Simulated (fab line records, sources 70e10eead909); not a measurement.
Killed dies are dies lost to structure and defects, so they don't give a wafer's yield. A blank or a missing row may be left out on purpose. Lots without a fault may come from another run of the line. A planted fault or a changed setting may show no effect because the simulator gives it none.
Which tool did it? | flow nand_harc | 24 lots, 72 wafers sampled, at 5 steps of a route of 1302

WHAT THE GAUGES READ, wafer by wafer
NHARC_A_CONTACT_CD_MEAS_80. Usual: cd_nm 289.6 nm, standard deviation 1.
lot  | measured     | on        | cd_nm (nm)        | flag
L074 | day 22 06:53 | cd_sem-03 | 290.2 290.1 290.4 |
L075 | day 22 18:17 | cd_sem-02 | 289.3 289.4 289.3 |
L077 | day 22 23:41 | cd_sem-03 | 287.3 287.1 287.0 |
L078 | day 23 06:07 | cd_sem-01 | 290.0 289.7 290.0 |
L076 | day 23 06:39 | cd_sem-02 | 289.5 289.2 289.1 |
L079 | day 24 23:07 | cd_sem-02 | 289.8 289.6 289.6 |
L080 | day 24 23:48 | cd_sem-01 | 288.9 288.7 288.3 |
L082 | day 25 07:50 | cd_sem-03 | 289.1 288.3 289.2 |
L081 | day 25 08:31 | cd_sem-02 | 290.2 290.2 290.2 |
L085 | day 26 18:27 | cd_sem-02 | 289.6 289.9 289.8 |
L083 | day 26 20:23 | cd_sem-01 | 288.5 289.0 288.9 |
L084 | day 26 21:46 | cd_sem-03 | 290.5 290.2 290.4 |
L086 | day 26 23:33 | cd_sem-01 | 290.5 291.1 290.2 |
L087 | day 27 21:05 | cd_sem-03 | 289.6 288.8 290.3 |
L091 | day 28 04:35 | cd_sem-01 | 290.5 291.0 291.4 |
L088 | day 28 07:34 | cd_sem-03 | 289.5 289.7 289.7 |
L090 | day 28 10:48 | cd_sem-01 | 290.1 290.2 290.4 |
L089 | day 28 22:19 | cd_sem-03 | 289.3 288.8 289.1 |
L092 | day 29 05:41 | cd_sem-02 | 291.2 290.7 291.1 |
L093 | day 30 09:37 | cd_sem-01 | 289.8 289.6 289.9 |
L094 | day 30 21:12 | cd_sem-03 | 290.2 290.3 290.5 |
L096 | day 31 00:11 | cd_sem-01 | 289.0 289.9 288.4 |
L095 | day 31 01:15 | cd_sem-02 | 290.1 290.7 290.3 |
L097 | day 31 05:47 | cd_sem-03 | 287.4 287.9 287.6 |

NHARC_A_CONTACT_OVL_MEAS_09. Usual: overlay_x_nm -0.1 nm, standard deviation 0.91; overlay_y_nm 0.3 nm, standard deviation 0.76.
lot  | measured     | on         | overlay_x_nm (nm) | overlay_y_nm (nm) | flag
L074 | day 22 10:44 | overlay-01 | -0.8 -0.3 -0.2    | 0.0 -0.5 -0.3     |
L075 | day 22 21:59 | overlay-01 | 0.3 -0.1 0.0      | 0.5 0.5 0.3       |
L077 | day 23 04:05 | overlay-01 | -1.4 -0.8 -1.1    | 0.6 1.0 -0.1      |
L078 | day 23 09:38 | overlay-02 | 0.2 0.4 0.9       | -0.9 -0.6 -0.3    |
L076 | day 23 10:07 | overlay-01 | 0.4 0.4 0.0       | -0.5 -0.6 -0.1    |
L079 | day 25 02:41 | overlay-02 | -0.9 -1.5 -1.4    | 0.2 0.5 0.6       |
L080 | day 25 03:18 | overlay-01 | -0.2 -0.1 0.2     | 0.9 1.1 0.9       |
L082 | day 25 11:28 | overlay-01 | 0.0 -0.7 -0.6     | 1.2 1.6 1.4       |
L081 | day 25 13:01 | overlay-01 | 1.2 1.3 0.9       | 0.0 0.0 -0.5      |
L085 | day 26 23:35 | overlay-01 | -0.1 -0.2 -0.3    | -0.2 0.3 1.1      |
L083 | day 27 00:48 | overlay-01 | 1.2 1.4 1.8       | -1.1 -0.6 -0.5    |
L084 | day 27 02:32 | overlay-01 | 0.8 0.2 -0.1      | 0.2 0.4 0.9       |
L086 | day 27 05:13 | overlay-02 | -1.5 -0.9 -0.9    | 0.6 0.0 0.1       |
L087 | day 28 00:35 | overlay-01 | 0.3 0.0 0.0       | -0.6 -0.3 -0.5    |
L091 | day 28 08:05 | overlay-02 | -0.9 -0.7 -0.5    | 0.7 0.4 1.1       |
L088 | day 28 11:11 | overlay-01 | 0.5 1.1 0.5       | 0.5 0.9 0.6       |
L090 | day 28 17:08 | overlay-02 | -0.4 -0.9 -0.3    | 0.9 -0.3 -0.2     |
L089 | day 29 03:11 | overlay-01 | -0.6 -0.8 -0.6    | -1.1 -0.9 -1.3    |
L092 | day 29 09:02 | overlay-01 | -1.6 -1.7 -1.6    | 2.0 1.7 1.6       |
L093 | day 30 15:41 | overlay-02 | 2.4 2.3 2.1       | 1.5 1.9 1.4       |
L094 | day 31 00:43 | overlay-02 | -1.2 -0.7 -0.8    | -0.2 0.1 -0.2     |
L096 | day 31 04:40 | overlay-01 | -0.3 0.0 -0.1     | 0.3 0.7 -0.1      |
L095 | day 31 04:48 | overlay-01 | 0.1 -0.2 -0.8     | 0.5 0.6 0.6       |
L097 | day 31 10:29 | overlay-02 | 1.2 -0.5 0.1      | -0.2 0.0 -0.5     |

WHICH TOOL RAN EACH LOT (tool, then ch and the chambers of the sampled wafers, then the start)
lot  | NHARC_A_CONTACT_ETCH_131             | NHARC_A_CONTACT_ETCH_91            | NHARC_A_CONTACT_ETCH_106
L074 | har_cap_etch-02 ch 0,1, day 22 05:34 | rie_diel-13 ch 0,2,3, day 22 06:42 | rie_diel-10 ch 0,1,2, day 22 07:12
L075 | har_cap_etch-03 ch 0,1, day 22 16:57 | rie_diel-10 ch 0,1,2, day 22 18:04 | rie_diel-10 ch 0,2,3, day 22 18:35
L077 | har_cap_etch-03 ch 0,1, day 22 22:04 | rie_diel-10 ch 2,3, day 22 23:28   | rie_diel-10 ch 0,3, day 22 23:59
L078 | har_cap_etch-01 ch 0,1, day 23 04:45 | rie_diel-10 ch 0,1,3, day 23 05:53 | rie_diel-10 ch 1,2,3, day 23 06:24
L076 | har_cap_etch-03 ch 0,1, day 23 05:19 | rie_diel-12 ch 0,3, day 23 06:26   | rie_diel-13 ch 1,2,3, day 23 06:56
L079 | har_cap_etch-01 ch 0,1, day 24 21:50 | rie_diel-10 ch 0,1, day 24 22:54   | rie_diel-13 ch 2,3, day 24 23:32
L080 | har_cap_etch-03 ch 0,1, day 24 22:00 | rie_diel-10 ch 0,3, day 24 23:09   | rie_diel-10 ch 0,1,3, day 25 00:06
L082 | har_cap_etch-03 ch 0,1, day 25 06:30 | rie_diel-10 ch 0,2, day 25 07:37   | rie_diel-10 ch 0,1,2, day 25 08:08
L081 | har_cap_etch-02 ch 0,1, day 25 07:05 | rie_diel-10 ch 0,1,2, day 25 08:10 | rie_diel-12 ch 0,3, day 25 08:47
L085 | har_cap_etch-01 ch 0,1, day 26 17:11 | rie_diel-12 ch 1,2,3, day 26 18:16 | rie_diel-10 ch 0,3, day 26 18:44
L083 | har_cap_etch-03 ch 0,1, day 26 19:02 | rie_diel-10 ch 0,3, day 26 20:11   | rie_diel-10 ch 0,3, day 26 20:41
L084 | har_cap_etch-02 ch 0,1, day 26 20:28 | rie_diel-12 ch 0,2,3, day 26 21:32 | rie_diel-10 ch 1,2,3, day 26 22:03
L086 | har_cap_etch-01 ch 0,1, day 26 22:12 | rie_diel-10 ch 0,1,2, day 26 23:20 | rie_diel-10 ch 1,2,3, day 27 00:04
L087 | har_cap_etch-02 ch 0,1, day 27 16:55 | rie_diel-13 ch 0,2,3, day 27 18:06 | rie_diel-12 ch 0,1,3, day 27 21:24
L091 | har_cap_etch-01 ch 0,1, day 28 02:34 | rie_diel-13 ch 1,2,3, day 28 03:46 | rie_diel-10 ch 0,1,3, day 28 04:53
L088 | har_cap_etch-03 ch 0,1, day 28 06:10 | rie_diel-12 ch 0,1,2, day 28 07:17 | rie_diel-13 ch 1,2,3, day 28 07:52
L090 | har_cap_etch-01 ch 0,1, day 28 09:28 | rie_diel-10 ch 1,2,3, day 28 10:36 | rie_diel-10 ch 0,2, day 28 11:05
L089 | har_cap_etch-02 ch 0,1, day 28 21:02 | rie_diel-10 ch 2,3, day 28 22:05   | rie_diel-10 ch 0,3, day 28 22:37
L092 | har_cap_etch-01 ch 0,1, day 29 04:23 | rie_diel-10 ch 0,1,3, day 29 05:30 | rie_diel-10 ch 0,1,3, day 29 05:59
L093 | har_cap_etch-02 ch 0,1, day 30 07:34 | rie_diel-10 ch 1,2, day 30 08:43   | rie_diel-10 ch 1,2, day 30 09:55
L094 | har_cap_etch-02 ch 0, day 30 19:49   | rie_diel-13 ch 0,1,3, day 30 20:58 | rie_diel-10 ch 1,2,3, day 30 21:29
L096 | har_cap_etch-03 ch 0,1, day 30 22:47 | rie_diel-10 ch 0,1, day 30 23:56   | rie_diel-13 ch 0,3, day 31 00:28
L095 | har_cap_etch-01 ch 0,1, day 30 23:59 | rie_diel-10 ch 0,1, day 31 01:02   | rie_diel-10 ch 0,1,2, day 31 01:43
L097 | har_cap_etch-03 ch 0,1, day 31 04:09 | rie_diel-12 ch 1,2, day 31 05:17   | rie_diel-10 ch 0,1,3, day 31 06:07
- NHARC_A_CONTACT_ETCH_131: etches the open film in C4F8/O2/Ar, time 197 s, target depth 1918 nm.
- NHARC_A_CONTACT_ETCH_91: etches the open film in CH3F/O2, target depth 40 nm, time 85.7 s.
- NHARC_A_CONTACT_ETCH_106: etches the open film in CF4/O2, target depth 90 nm, overetch 9 nm, time 49.5 s.

WHAT THE TOOLS THEMSELVES READ (means of the sampled wafers that have a number; where no wafer has one, the mark that the record gives instead)
NHARC_A_CONTACT_ETCH_91. Usual: drypump_motor_current_A 6.06 A, standard deviation 0.26; oes_product_au 0.934 a.u., standard deviation 0.026; rf_vpp_V 244.1 V, standard deviation 1.4; showerhead_plenum_p_Torr 2.45 Torr, standard deviation 0.084; throttle_valve_pct 20.665 %, standard deviation 0.0085.
lot  | tool        | drypump_motor_current_A (A) | oes_product_au (a.u.) | rf_vpp_V (V) | showerhead_plenum_p_Torr (Torr) | throttle_valve_pct (%) | flag
L074 | rie_diel-13 | 6.19                        | 0.916                 | 244.0        | 2.42                            | 20.670                 |
L075 | rie_diel-10 | 6.02                        | 0.929                 | 244.6        | 2.45                            | 20.676                 |
L077 | rie_diel-10 | 5.97                        | 0.921                 | 244.2        | 2.40                            | 20.666                 |
L078 | rie_diel-10 | 5.88                        | 0.928                 | 243.9        | 2.44                            | 20.674                 |
L076 | rie_diel-12 | 6.00                        | 0.925                 | 245.4        | 2.53                            | 20.662                 |
L079 | rie_diel-10 | 5.83                        | 1.003                 | 244.6        | 2.44                            | 20.662                 |
L080 | rie_diel-10 | 5.93                        | 0.922                 | 243.5        | 2.43                            | 20.670                 |
L082 | rie_diel-10 | 6.24                        | 0.931                 | 243.7        | 2.45                            | 20.669                 |
L081 | rie_diel-10 | 6.02                        | 0.920                 | 244.2        | 2.45                            | 20.671                 |
L085 | rie_diel-12 | 6.15                        | 0.922                 | 245.4        | 2.55                            | 20.666                 |
L083 | rie_diel-10 | 5.93                        | 0.931                 | 244.0        | 2.43                            | 20.659                 |
L084 | rie_diel-12 | 6.13                        | 0.921                 | 243.8        | 2.45                            | 20.657                 |
L086 | rie_diel-10 | 6.03                        | 0.930                 | 243.6        | 2.45                            | 20.667                 |
L087 | rie_diel-13 | 6.17                        | 0.926                 | 242.8        | 2.41                            | 20.664                 |
L091 | rie_diel-13 | 6.33                        | 0.929                 | 243.9        | 2.47                            | 20.669                 |
L088 | rie_diel-12 | 6.25                        | 0.990                 | 244.3        | 2.46                            | 20.674                 |
L090 | rie_diel-10 | 5.90                        | 0.919                 | 243.1        | 2.40                            | 20.668                 |
L089 | rie_diel-10 | 6.11                        | 0.922                 | 243.7        | 2.41                            | 20.666                 |
L092 | rie_diel-10 | 5.90                        | 0.923                 | 243.9        | 2.43                            | 20.666                 |
L093 | rie_diel-10 | 6.05                        | 0.918                 | 243.1        | 2.41                            | 20.663                 |
L094 | rie_diel-13 | 6.34                        | 1.001                 | 244.1        | 2.47                            | 20.667                 |
L096 | rie_diel-10 | 5.99                        | 0.921                 | 244.5        | 2.47                            | 20.662                 |
L095 | rie_diel-10 | 6.01                        | 0.922                 | 244.2        | 2.47                            | 20.667                 |
L097 | rie_diel-12 | 6.28                        | 0.923                 | 244.0        | 2.46                            | 20.664                 |

NHARC_A_CONTACT_ETCH_106. Usual: drypump_motor_current_A 6.02 A, standard deviation 0.26; oes_ar_750_au 1.000 a.u., standard deviation 0.0048; oes_product_au 0.998 a.u., standard deviation 0.0072; rf_vpp_V 197.7 V, standard deviation 1.2; showerhead_plenum_p_Torr 1.33 Torr, standard deviation 0.041; throttle_valve_pct 13.396 %, standard deviation 0.0089.
lot  | tool        | drypump_motor_current_A (A) | oes_ar_750_au (a.u.) | oes_product_au (a.u.) | rf_vpp_V (V) | showerhead_plenum_p_Torr (Torr) | throttle_valve_pct (%) | flag
L074 | rie_diel-10 | 6.01                        | 0.997                | 1.003                 | 197.3        | 1.33                            | 13.399                 |
L075 | rie_diel-10 | 6.06                        | 0.998                | 1.004                 | 197.9        | 1.33                            | 13.390                 |
L077 | rie_diel-10 | 5.91                        | 0.997                | 1.005                 | 197.3        | 1.32                            | 13.396                 |
L078 | rie_diel-10 | 5.91                        | 1.002                | 0.998                 | 198.2        | 1.31                            | 13.400                 |
L076 | rie_diel-13 | 6.33                        | 1.000                | 1.006                 | 198.6        | 1.35                            | 13.401                 |
L079 | rie_diel-13 | 6.40                        | 0.998                | 0.999                 | 197.1        | 1.29                            | 13.392                 |
L080 | rie_diel-10 | 5.87                        | 1.003                | 1.000                 | 197.5        | 1.32                            | 13.401                 |
L082 | rie_diel-10 | 6.02                        | 1.001                | 1.002                 | 198.7        | 1.33                            | 13.398                 |
L081 | rie_diel-12 | 6.10                        | 1.000                | 1.001                 | 198.2        | 1.33                            | 13.395                 |
L085 | rie_diel-10 | 6.02                        | 1.000                | 0.995                 | 197.9        | 1.34                            | 13.380                 |
L083 | rie_diel-10 | 6.04                        | 0.999                | 0.995                 | 197.9        | 1.34                            | 13.397                 |
L084 | rie_diel-10 | 5.92                        | 0.998                | 0.999                 | 197.0        | 1.31                            | 13.393                 |
L086 | rie_diel-10 | 5.91                        | 1.006                | 1.001                 | 197.0        | 1.31                            | 13.392                 |
L087 | rie_diel-12 | 6.12                        | 1.003                | 0.993                 | 198.2        | 1.38                            | 13.390                 |
L091 | rie_diel-10 | 5.87                        | 1.001                | 0.992                 | 197.7        | 1.32                            | 13.393                 |
L088 | rie_diel-13 | 6.32                        | 1.000                | 0.993                 | 197.8        | 1.34                            | 13.392                 |
L090 | rie_diel-10 | 6.18                        | 1.000                | 0.999                 | 197.9        | 1.34                            | 13.402                 |
L089 | rie_diel-10 | 6.04                        | 0.997                | 1.001                 | 197.8        | 1.34                            | 13.406                 |
L092 | rie_diel-10 | 5.87                        | 1.005                | 0.987                 | 197.1        | 1.32                            | 13.397                 |
L093 | rie_diel-10 | 6.05                        | 1.001                | 1.000                 | 197.6        | 1.31                            | 13.403                 |
L094 | rie_diel-10 | 5.91                        | 0.997                | 0.997                 | 197.0        | 1.30                            | 13.396                 |
L096 | rie_diel-13 | 6.39                        | 1.003                | 0.995                 | 197.2        | 1.28                            | 13.406                 |
L095 | rie_diel-10 | 6.02                        | 0.994                | 0.994                 | 198.0        | 1.32                            | 13.396                 |
L097 | rie_diel-10 | 5.88                        | 1.001                | 0.993                 | 198.2        | 1.32                            | 13.397                 |

THE ANSWER, worked out from the rows above alone
Rule: a lot is off if the mean of its wafers that have a number lies more than 3 standard deviations from the usual mean. A lot without any number at a reading at which 4 lots or more have one is off too. The other lots that the step has rows for count as sound. The gauges are gone through in route order, then the tools' own readings, and for those a lot's mean is taken as printed above. The first step at which some lot is off is used, and at that step the reading that is off furthest; a lot without a number counts as furthest.
No lot is off at any reading shown: from this, nothing can be told.

WHAT THE SIMULATOR HAD PUT IN
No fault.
